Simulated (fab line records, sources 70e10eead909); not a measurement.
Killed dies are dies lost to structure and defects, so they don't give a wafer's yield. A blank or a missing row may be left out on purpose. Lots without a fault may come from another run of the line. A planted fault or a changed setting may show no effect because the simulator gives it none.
fab line records | flow nand_harc
record lots=12 wafers=36 last_day=24
route steps=1159 shown P_GATE@131 END@1159
lots that met no fault: from a run of the same line without faults
start_h: hours from the record's first day to the start of the lot's first wafer shown | wait_h: hours since the lot's step before | " the same as in the row above | L1.1+2: a row that stands for several wafers | - no value, or no start given | * or withheld: withheld | < > ~ a bound
route shown NAME@n: a module of which the file shows steps, and the number in the route of the first | usual: mean/standard deviation of fault-free wafers | same: alike in all rows | chamber/n: place in a boat | sites: the reading at each site | _std_site: their standard deviation | _edge_site: outer sites' mean less inner sites' | radius_mm: how far each site lies from the wafer's centre | mask NAME#n: copy n | behind: the tool/chamber that last shaped the wafer | hold: why the lot was held/for how many hours/how that ended | device: the transistor (n, p or np) that didn't switch | end of line: the same wafers' tests at the end of the route | a step without rows: its recipe alone | killed: dies lost to structure and defects at the first sort, not the wafer's yield | map: a wafer's dies, x killed, . not, _ none there
set.NAME: the setting as run; set.NAME@STEP: as run at that earlier step | model.NAME: the simulator's own value behind a step, which no gauge read
steps of the route over a sample of lots; a table a step, a row a wafer
services: from which hour (start_h, from the record's first day; less than 0 if before it) a tool's chamber was out of use, for how many hours, and why
## steps
# step NHARC_P_GATE_HM_DEP_102
# recipe target_thk_a=1200 temp_c=400 material=aC
# usual throttle_valve_pct=34.999/0.0093
# columns lot.wafer tool chamber start_h wait_h throttle_valve_pct
L293.2 acl_dep-02 0 103.23 2.3 34.999
L293.5 " 0 " " 35.000
L293.6 " 0 " " 34.981
L292.3 acl_dep-03 0 103.57 2.6 34.998
L292.4 " 0 " " 35.006
L292.5 " 0 " " 34.996
L296.2 acl_dep-03 0 120.72 1.9 35.002
L296.3 " 0 " " 35.003
L296.6 " 0 " " 35.001
L298.1 acl_dep-02 0 129.25 0.4 34.998
L298.2 " 0 " " 34.997
L298.6 " 0 " " 34.995
L300.2 acl_dep-01 0 140.78 1.7 34.999
L300.3 " 0 " " 34.984
L300.4 " 0 " " 34.992
L299.2 acl_dep-03 0 140.84 1.8 35.003
L299.4 " 0 " " 35.002
L299.6 " 0 " " 34.997
L305.2 acl_dep-03 0 175.63 3.9 34.992
L305.4 " 0 " " 35.010
L305.5 " 0 " " 34.996
L307.1 acl_dep-03 0 183.75 0.4 35.011
L307.3 " 0 " " 35.000
L307.5 " 0 " " 35.002
L309.1 acl_dep-03 0 197.20 0.5 34.986
L309.4 " 0 " " 34.989
L309.6 " 0 " " 34.999
L313.1 acl_dep-01 0 215.22 0.4 35.006
L313.2 " 0 " " 34.990
L313.3 " 0 " " 34.981
L312.3 acl_dep-03 0 215.43 0.6 35.009
L312.5 " 0 " " 34.989
L312.6 " 0 " " 34.994
L314.2 acl_dep-01 0 231.46 0.5 35.011
L314.3 " 0 " " 35.011
L314.5 " 0 " " 34.999
# step NHARC_P_GATE_DESCUM_31
# recipe time_s=3 o2_flow_sccm=200 ar_flow_sccm=0 bias_power_w=0 chemistry=O2
# usual drypump_motor_current_A=5.7/0.39 oes_product_au=1.000/0.0075 rf_vpp_V=58.0/0.96 showerhead_plenum_p_Torr=1.93/0.11 throttle_valve_pct=11.311/0.0093
# columns lot.wafer tool chamber start_h wait_h drypump_motor_current_A oes_product_au rf_hours_counter_h rf_vpp_V showerhead_plenum_p_Torr throttle_valve_pct
L293.2 rie_diel-11 2 104.65 0.1 5.8 1.006 15 56.9 1.82 11.300
L293.6 " 2 " " 5.8 1.011 - 57.9 1.82 11.312
L293.5 " 3 " " 5.8 1.015 - 58.5 1.95 11.316
L292.3 rie_diel-01 3 104.90 0.1 6.3 0.989 55 57.1 2.02 11.311
L292.5 " 1 " " 5.6 0.991 - 57.8 1.96 11.334
L292.4 " 3 " " 6.2 0.987 - 58.7 2.02 11.301
L296.3 rie_diel-11 2 122.17 0.1 5.8 1.002 20 54.7 1.81 11.304
L296.2 " 0 " " 5.6 0.999 20 57.7 2.03 11.329
L296.6 " 2 " " 5.8 1.000 - 57.2 1.81 11.293
L298.2 rie_diel-11 1 130.69 0.1 5.6 1.001 21 59.1 2.05 11.321
L298.1 " 2 " " 5.8 1.001 21 57.4 1.81 11.300
L298.6 " 2 " " 5.8 1.003 - 57.0 1.81 11.309
L299.2 rie_diel-12 3 142.26 0.1 5.3 0.998 35 58.3 1.77 11.313
L299.4 " 1 " " 5.2 0.994 38 58.6 2.03 11.292
L299.6 " 0 " " 5.6 1.006 - 57.7 1.78 11.302
L300.2 rie_diel-11 1 142.41 0.1 5.6 1.001 23 58.3 2.05 11.314
L300.3 " 3 " " 5.8 1.004 22 58.2 1.95 11.322
L300.4 " 0 " " 5.6 0.998 - 57.5 2.03 11.303
L305.4 rie_diel-12 3 177.05 0.1 5.4 1.008 48 57.2 1.77 11.311
L305.2 " 1 " " 5.2 1.002 51 57.9 2.02 11.311
L305.5 " 0 " " 5.6 1.005 - 58.0 1.77 11.304
L307.1 rie_diel-11 3 185.41 0.1 5.8 0.995 33 56.9 1.95 11.324
L307.3 " 2 " " 5.8 1.001 29 58.6 1.81 11.318
L307.5 " 0 " " 5.6 0.989 - 58.5 2.03 11.299
L309.4 rie_diel-11 1 198.76 0.1 5.6 1.000 0 57.8 2.04 11.308
L309.1 " 2 " " 5.8 0.989 0 57.9 1.81 11.299
L309.6 " 2 " " 5.8 1.004 - 58.9 1.81 11.320
L312.3 rie_diel-12 0 216.76 0.1 5.5 1.011 2 58.8 2.08 11.313
L312.6 " 2 " " 4.8 1.009 - 56.8 1.79 11.308
L312.5 " 3 " " 5.4 1.016 - 58.1 2.08 11.331
L313.3 rie_diel-01 2 216.90 0.1 6.6 0.998 26 57.8 1.92 11.309
L313.2 " 3 " " 6.3 0.998 25 58.8 2.01 11.300
L313.1 " 0 " " 6.3 1.006 25 57.9 1.78 11.302
L314.2 rie_diel-11 0 233.03 0.1 5.6 0.996 6 59.0 2.02 11.308
L314.3 " 1 " " 5.6 0.989 6 59.5 2.04 11.318
L314.5 " 0 " " 5.6 1.004 - 58.1 2.02 11.309
# step NHARC_P_GATE_HM_OPEN_105
# recipe target_depth_a=3600 o2_flow_sccm=400 cos_flow_sccm=20 ar_flow_sccm=0 rf_w=500 bias_w=300 chemistry=O2/COS
# usual drypump_motor_current_A=5.7/0.4 oes_product_au=1.000/0.0071 rf_vpp_V=468/3.5 showerhead_plenum_p_Torr=3.16/0.16 throttle_valve_pct=28.330/0.0079
# columns lot.wafer tool chamber start_h wait_h drypump_motor_current_A oes_product_au rf_hours_counter_h rf_vpp_V showerhead_plenum_p_Torr throttle_valve_pct
L293.2 rie_diel-11 2 - - 5.8 1.004 15 465 2.97 28.334
L293.6 " 2 " " 5.8 1.009 - 464 2.97 28.328
L293.5 " 3 " " 5.8 1.003 - 469 3.18 28.326
L292.3 rie_diel-01 1 - - 5.7 1.004 55 468 3.19 28.314
L292.4 " 3 " " 6.3 1.002 - 471 3.29 28.311
L292.5 " 1 " " 5.7 1.006 - 470 3.19 28.335
L296.2 rie_diel-11 0 - - 5.6 0.997 20 471 3.30 28.310
L296.3 " 1 " " 5.6 1.006 20 471 3.33 28.332
L296.6 " 1 " " 5.6 1.004 - 472 3.33 28.342
L298.1 rie_diel-11 0 - - 5.6 1.008 21 471 3.30 28.320
L298.2 " 1 " " 5.6 0.998 21 471 3.33 28.327
L298.6 " 1 " " 5.6 1.002 - 472 3.33 28.336
L300.3 rie_diel-11 1 - - 5.6 1.003 23 472 3.33 28.333
L300.2 " 3 " " 5.8 0.997 22 469 3.18 28.323
L300.4 " 0 " " 5.6 0.997 - 472 3.30 28.333
L299.2 rie_diel-12 2 - - 4.9 1.000 37 463 2.94 28.334
L299.4 " 3 " " 5.3 1.008 35 462 2.90 28.334
L299.6 " 0 " " 5.5 0.996 - 463 2.91 28.339
L305.4 rie_diel-12 0 - - 5.6 1.002 47 460 2.91 28.330
L305.2 " 3 " " 5.4 1.012 48 463 2.90 28.331
L305.5 " 1 " " 5.2 0.989 - 470 3.29 28.333
L307.1 rie_diel-11 1 - - 5.6 0.998 34 471 3.32 28.323
L307.3 " 3 " " 5.8 1.000 34 469 3.17 28.318
L307.5 " 2 " " 5.7 1.007 - 464 2.96 28.320
L309.4 rie_diel-11 2 - - 5.8 0.994 0 466 2.96 28.335
L309.1 " 1 " " 5.6 0.995 0 472 3.32 28.338
L309.6 " 2 " " 5.7 0.996 - 465 2.96 28.328
L312.3 rie_diel-12 0 - - 5.6 0.993 2 473 3.37 28.321
L312.6 " 1 " " 5.2 1.009 - 470 3.28 28.356
L312.5 " 2 " " 4.9 1.002 - 464 2.93 28.334
L313.2 rie_diel-01 1 - - 5.7 1.001 26 469 3.17 28.323
L313.3 " 2 " " 6.6 0.998 26 468 3.13 28.324
L313.1 " 3 " " 6.3 1.003 25 470 3.28 28.333
L314.2 rie_diel-11 2 - - 5.8 0.999 6 464 2.96 28.331
L314.3 " 0 " " 5.6 0.995 6 472 3.29 28.329
L314.5 " 2 " " 5.8 1.009 - 464 2.96 28.328
# step NHARC_P_GATE_PEB_44
# recipe peb_temp_c=118 peb_time_s=85
# usual exhaust_pa=44.8/0.87 heater_power_total_W=163.98/0.28 plate_temp_C=118.01/0.13
# columns lot.wafer tool chamber start_h wait_h exhaust_pa heater_power_total_W plate_temp_C
L293.2 litho_track-03 0 116.31 0.1 45.2 163.81 117.99
L293.5 " 0 " " 44.3 164.49 117.80
L293.6 " 0 " " 45.8 164.23 117.86
L292.3 litho_track-02 0 116.75 0.1 45.7 164.26 117.93
L292.4 " 0 " " 44.7 163.57 117.77
L292.5 " 0 " " 45.0 163.66 117.99
L296.2 litho_track-07 0 133.85 0.1 46.6 164.50 118.01
L296.3 " 0 " " 45.0 164.42 117.92
L296.6 " 0 " " 45.3 163.59 118.10
L298.1 litho_track-07 0 142.38 0.1 45.0 163.72 118.11
L298.2 " 0 " " 46.3 164.14 117.92
L298.6 " 0 " " 44.7 163.66 117.90
L300.2 litho_track-07 0 154.42 0.1 44.0 163.74 118.18
L300.3 " 0 " " 46.4 163.70 118.21
L300.4 " 0 " " 45.6 163.65 117.96
L299.2 litho_track-02 0 154.71 0.1 46.5 163.67 118.12
L299.4 " 0 " " 45.6 164.15 117.98
L299.6 " 0 " " 44.4 163.60 118.04
L305.2 litho_track-02 0 188.88 0.1 44.8 166.73 119.57
L305.4 " 0 " " 46.8 166.21 119.40
L305.5 " 0 " " 45.7 166.76 119.38
L307.1 litho_track-02 0 200.03 0.1 45.8 166.04 119.33
L307.3 " 0 " " 45.7 166.54 119.21
L307.5 " 0 " " 45.7 166.81 119.31
L309.1 litho_track-02 0 210.77 0.1 45.3 166.56 119.40
L309.4 " 0 " " 45.5 166.95 119.50
L309.6 " 0 " " 45.5 166.93 119.51
L312.3 litho_track-07 0 228.51 0.1 44.6 163.64 117.90
L312.5 " 0 " " 42.9 163.61 118.05
L312.6 " 0 " " 44.5 163.68 118.13
L313.1 litho_track-03 0 228.78 0.1 44.2 163.87 118.02
L313.2 " 0 " " 44.6 163.74 118.19
L313.3 " 0 " " 42.8 163.62 118.03
L314.2 litho_track-03 0 244.98 0.1 43.6 163.63 117.93
L314.3 " 0 " " 44.7 164.24 117.96
L314.5 " 0 " " 45.0 163.90 117.96
# step NHARC_END_SORT_01
# recipe temp_c=25
# usual killed_at_array=24/7.4 killed_at_other=0.5/0.81 killed_at_periphery=3.4/2.3 killed_dies=28/8 killed_open=3.4/1.8 killed_short=2.0/1.4
# same gross_dies=677
# columns lot.wafer tool chamber start_h wait_h killed_at_array killed_at_other killed_at_periphery killed_dies killed_open killed_short
L296.2 prober-02 0 458.46 2.8 21 0 3 24 2 2
L296.3 prober-02 0 459.26 3.1 23 0 4 27 4 1
L296.6 prober-02 0 461.65 4.0 14 0 2 16 3 1
L299.2 prober-01 0 489.05 2.8 27 0 1 28 3 1
L299.4 prober-01 0 490.64 3.4 32 2 1 35 0 1
L299.6 prober-01 0 492.23 4.0 39 1 1 41 2 3
L307.1 prober-02 0 538.34 2.5 26 0 5 31 5 1
L307.3 prober-02 0 539.95 3.1 28 0 5 33 1 3
L307.5 prober-02 0 541.57 3.7 27 1 6 34 4 3
L305.2 prober-01 0 554.57 2.8 15 2 2 19 3 2
L305.4 prober-01 0 556.18 3.4 17 1 2 20 1 4
L305.5 prober-01 0 556.98 3.7 19 2 2 23 2 2
L309.1 prober-02 0 555.78 2.5 15 1 6 22 2 2
L309.4 prober-02 0 558.21 3.4 26 3 3 32 3 2
L309.6 prober-02 0 559.83 4.0 32 0 6 38 3 1
L312.3 prober-01 0 571.06 3.1 25 0 5 30 4 2
L312.5 prober-01 0 572.68 3.7 32 0 9 41 6 3
L312.6 prober-01 0 573.49 4.0 28 0 2 30 3 2
# killed by level:class
L296.2 A_SGD_CUT:chamber_film_flake=6 A_CHANNEL_HOLE_D1:chamber_film_flake=3 A_SLIT:chamber_film_flake=3 A_CONTACT:chamber_film_flake=3 P_ZERO_WELL:chamber_film_flake=2 A_SOURCE_PLATE:geometric_particle:open=1 A_CHANNEL_FILL_D1:geometric_particle:open=1 A_WL_FILL:geometric_particle:short=1
L296.3 A_SLIT:chamber_film_flake=10 A_CONTACT:chamber_film_flake=5 A_CHANNEL_FILL_D1:geometric_particle:open=2 P_ZERO_WELL:chamber_film_flake=2 A_CHANNEL_HOLE_D1:chamber_film_flake=2 P_M0:geometric_particle:open=1 A_WL_FILL:geometric_particle:open=1 A_CONTACT:geometric_particle:short=1
L296.6 A_SLIT:chamber_film_flake=5 A_STAIRCASE:chamber_film_flake=2 A_CONTACT:chamber_film_flake=2 P_M0:geometric_particle:open=1 A_SOURCE_PLATE:geometric_particle:open=1 A_WL_FILL:geometric_particle:short=1 A_CONTACT:geometric_particle:open=1 P_GATE:chamber_film_flake=1
L299.2 A_SLIT:chamber_film_flake=8 A_CHANNEL_HOLE_D1:chamber_film_flake=7 A_CONTACT:chamber_film_flake=7 A_CONTACT:geometric_particle:open=2 A_WL_FILL:geometric_particle:short=1 A_M1:geometric_particle:open=1 P_GATE:chamber_film_flake=1 A_STAIRCASE:chamber_film_flake=1
L299.4 A_CHANNEL_HOLE_D1:chamber_film_flake=14 A_CONTACT:chamber_film_flake=8 A_SLIT:chamber_film_flake=7 A_STAIRCASE:chamber_film_flake=2 A_WL_FILL:geometric_particle:short=1 P_BONDPAD:chamber_film_flake=1 THIN_TSV:chamber_film_flake=1 HYBRID_BOND:latent=1
L299.6 A_CHANNEL_HOLE_D1:chamber_film_flake=16 A_SLIT:chamber_film_flake=14 A_WL_FILL:geometric_particle:short=2 A_CONTACT:geometric_particle:open=2 A_STAIRCASE:chamber_film_flake=2 A_CONTACT:chamber_film_flake=2 A_CHANNEL_FILL_D1:geometric_particle:short=1 P_GATE:chamber_film_flake=1
L307.1 A_SLIT:chamber_film_flake=9 A_STAIRCASE:chamber_film_flake=4 A_CONTACT:chamber_film_flake=4 P_GATE:chamber_film_flake=3 A_CONTACT:geometric_particle:open=2 A_BLC:geometric_particle:open=2 A_CHANNEL_HOLE_D1:chamber_film_flake=2 A_M1:chamber_film_flake=2
L307.3 A_SLIT:chamber_film_flake=13 A_STAIRCASE:chamber_film_flake=5 P_GATE:chamber_film_flake=4 A_CHANNEL_HOLE_D1:chamber_film_flake=3 A_CONTACT:chamber_film_flake=2 A_ONON_D1:geometric_particle:short=1 A_CHANNEL_FILL_D1:geometric_particle:short=1 A_WL_FILL:geometric_particle:short=1
L307.5 A_SLIT:chamber_film_flake=15 P_GATE:chamber_film_flake=4 A_STAIRCASE:chamber_film_flake=3 P_M0:geometric_particle:open=2 A_M1:chamber_film_flake=2 A_SOURCE_PLATE:geometric_particle:short=1 A_ONON_D1:geometric_particle:short=1 A_CHANNEL_FILL_D1:geometric_particle:open=1
L305.2 A_CONTACT:chamber_film_flake=5 A_CHANNEL_HOLE_D1:chamber_film_flake=4 A_STAIRCASE:chamber_film_flake=3 P_GATE:geometric_particle:open=2 A_WL_FILL:geometric_particle:short=2 THIN_TSV:chamber_film_flake=2 A_M0:geometric_particle:open=1
L309.1 A_CHANNEL_HOLE_D1:chamber_film_flake=8 P_GATE:chamber_film_flake=5 A_CONTACT:chamber_film_flake=2 A_STAIRCASE:chamber_film_flake=2 P_M2:geometric_particle:open=1 A_ONON_D1:geometric_particle:open=1 A_ONON_D1:geometric_particle:short=1 A_SLIT:geometric_particle:short=1
L305.4 A_CHANNEL_HOLE_D1:chamber_film_flake=5 A_STAIRCASE:chamber_film_flake=4 A_CONTACT:chamber_film_flake=4 A_WL_FILL:geometric_particle:short=3 P_M0:geometric_particle:short=1 A_ONON_D1:geometric_particle:open=1 P_GATE:chamber_film_flake=1 THIN_TSV:chamber_film_flake=1
L305.5 A_STAIRCASE:chamber_film_flake=7 A_CONTACT:chamber_film_flake=7 A_CHANNEL_HOLE_D1:chamber_film_flake=3 P_M2:geometric_particle:open=1 A_CHANNEL_FILL_D1:geometric_particle:short=1 A_CHANNEL_FILL_D1:geometric_particle:open=1 P_ZERO_WELL:chamber_film_flake=1 STARTING-WAFER:geometric_particle:short=1
L309.4 A_CHANNEL_HOLE_D1:chamber_film_flake=8 A_CONTACT:chamber_film_flake=6 A_STAIRCASE:chamber_film_flake=5 THIN_TSV:chamber_film_flake=3 P_GATE:chamber_film_flake=2 P_CONTACT:geometric_particle:open=1 A_ONON_D1:geometric_particle:open=1 A_SGD_CUT:geometric_particle:short=1
L309.6 A_CHANNEL_HOLE_D1:chamber_film_flake=14 A_CONTACT:chamber_film_flake=9 P_GATE:chamber_film_flake=3 A_STAIRCASE:chamber_film_flake=3 A_SLIT:chamber_film_flake=2 P_M0:geometric_particle:open=1 A_WL_FILL:geometric_particle:short=1 A_CONTACT:geometric_particle:open=1
L312.3 A_SLIT:chamber_film_flake=10 A_CHANNEL_HOLE_D1:chamber_film_flake=5 A_CONTACT:chamber_film_flake=5 A_CONTACT:geometric_particle:open=2 A_STAIRCASE:chamber_film_flake=2 P_CONTACT:geometric_particle:short=1 P_M0:geometric_particle:open=1 P_M0:geometric_particle:short=1
L312.5 A_SLIT:chamber_film_flake=11 P_M2:chamber_film_flake=6 A_CHANNEL_HOLE_D1:chamber_film_flake=5 A_STAIRCASE:chamber_film_flake=4 A_CONTACT:chamber_film_flake=4 P_M0:geometric_particle:open=2 A_CONTACT:geometric_particle:open=2 A_WL_FILL:chamber_film_flake=2
L312.6 A_SLIT:chamber_film_flake=14 A_CHANNEL_HOLE_D1:chamber_film_flake=4 A_CONTACT:chamber_film_flake=3 A_STAIRCASE:chamber_film_flake=2 P_M0:geometric_particle:open=1 A_SOURCE_PLATE:geometric_particle:open=1 A_CHANNEL_HOLE_D1:geometric_particle:short=1 A_CONTACT:geometric_particle:short=1
## services
# columns tool chamber start_h hours kind
rie_diel-12 2 94.19 3.5 repair
rie_diel-11 0 95.21 - clean
rie_diel-11 1 95.21 - clean
rie_diel-11 2 95.21 - clean
rie_diel-11 3 95.21 - clean
acl_dep-01 - 112.76 13.0 pm
rie_diel-12 0 116.79 6.0 repair
rie_diel-11 0 119.75 - clean
rie_diel-11 1 119.75 - clean
rie_diel-11 2 119.75 - clean
rie_diel-11 3 119.75 - clean
rie_diel-01 - 137.80 9.0 pm
rie_diel-11 2 140.05 15.5 repair
rie_diel-11 0 144.25 - clean
rie_diel-11 1 144.25 - clean
rie_diel-11 3 144.25 - clean
litho_track-02 - 165.01 7.0 pm
acl_dep-02 - 167.65 13.0 pm
litho_track-07 - 189.00 7.0 pm
rie_diel-11 - 189.50 9.0 pm
rie_diel-12 - 202.42 9.0 pm
litho_track-03 - 213.00 7.0 pm
acl_dep-03 - 223.87 13.0 pm
rie_diel-11 2 242.59 42.5 repair
## key
first_sign step=NHARC_P_GATE_PEB_44 reading=plate_temp_C direction=up sigmas=11 usual=* struck=*
effect step=NHARC_P_GATE_PEB_44 reading=heater_power_total_W direction=up sigmas=9.5 usual=* struck=*
met_at NHARC_P_GATE_PEB_44
struck_lots L305,L307,L309
tester_left_out L305,L307,L309
not_acting_at NHARC_P_GATE_HM_DEP_102,NHARC_P_GATE_DESCUM_31,NHARC_P_GATE_HM_OPEN_105
onset_between 154.71 188.88
fault kind=process_parameter_drift tool=litho_track-02 chamber=- onset_h=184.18 steps=NHARC_P_GATE_PEB_44 channel=peb_temp_c offset=* shape=step end_h=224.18 acts_in=* stated=*
# tester_left_out: of these lots the tester's yield and bins aren't shown, on N5 and GAA mostly nor the transistor test; their killed dies are dies lost to structure and defects alone, not to doping, threshold or leakage, so they don't give the yield
